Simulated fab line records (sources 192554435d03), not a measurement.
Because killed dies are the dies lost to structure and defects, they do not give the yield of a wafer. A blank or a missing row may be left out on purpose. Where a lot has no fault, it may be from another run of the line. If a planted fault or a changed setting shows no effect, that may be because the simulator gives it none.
Matching of chambers | flow n5Finfet | N5_BEOL_M0_SAQP_PECVD_97 on pecvd-03: 3 sister chambers
The step deposits SiNx from SiH4/NH3/N2, target thk 23 nm, time 19.9 s. 6 wafers are shown with their chamber, then 12 later ones without.

== WAFERS PAIRED WITH THEIR CHAMBERS ==
wafer  | chamber | throttleValvePct (%) | showerheadPlenumPTorr (Torr)
L085.2 | 2       | 37.8                 | 5.059
L085.4 | 2       | 37.6                 | 5.086
L085.6 | 0       | 40.8                 | 5.114
L087.1 | 1       | 38.9                 | 5.117
L087.2 | 0       | 41.0                 | 5.111
L087.5 | 1       | 38.5                 | 5.133

== WAFERS WHOSE CHAMBER IS MISSING ==
wafer  | throttleValvePct (%) | showerheadPlenumPTorr (Torr)
L088.1 | 38.5                 | 5.129
L088.4 | 38.7                 | 5.125
L088.5 | 41.3                 | 5.110
L090.1 | 41.4                 | 5.121
L090.5 | 37.3                 | 5.065
L090.6 | 41.0                 | 5.111
L076.2 | 41.6                 | 5.120
L076.3 | 38.6                 | 5.134
L076.5 | 38.6                 | 5.128
L096.1 | 38.7                 | 5.128
L096.3 | 35.4                 | 5.051
L096.4 | 38.7                 | 5.112

== WHICH CHAMBER EACH ONE RAN IN ==
wafer  | from the rows above | in truth
L088.1 | 1                   | 1
L088.4 | 1                   | 1
L088.5 | 0                   | 0
L090.1 | 0                   | 0
L090.5 | 2                   | 2
L090.6 | 0                   | 0
L076.2 | 0                   | 0
L076.3 | 1                   | 1
L076.5 | 1                   | 1
L096.1 | 1                   | 1
L096.3 | 2                   | 2
L096.4 | 1                   | 1
Correctly placed: 12 of 12. Left unplaced by these rows: 0. Number placed wrongly: 0.
How it was worked out, from the rows above alone: a wafer's distance from a chamber is the root of the sum, over the readings, of the square of ((its reading less the chamber's mean) divided by the reading's scatter). If the next closest chamber is less than 2 further off than the closest, the wafer can't be placed; otherwise it belongs to the closest. The mean given for a chamber averages the wafers shown for that chamber. The scatter is the square root of a quotient: the sum, over the shown wafers, of each reading's squared deviation from its chamber's mean, divided by wafers minus chambers.
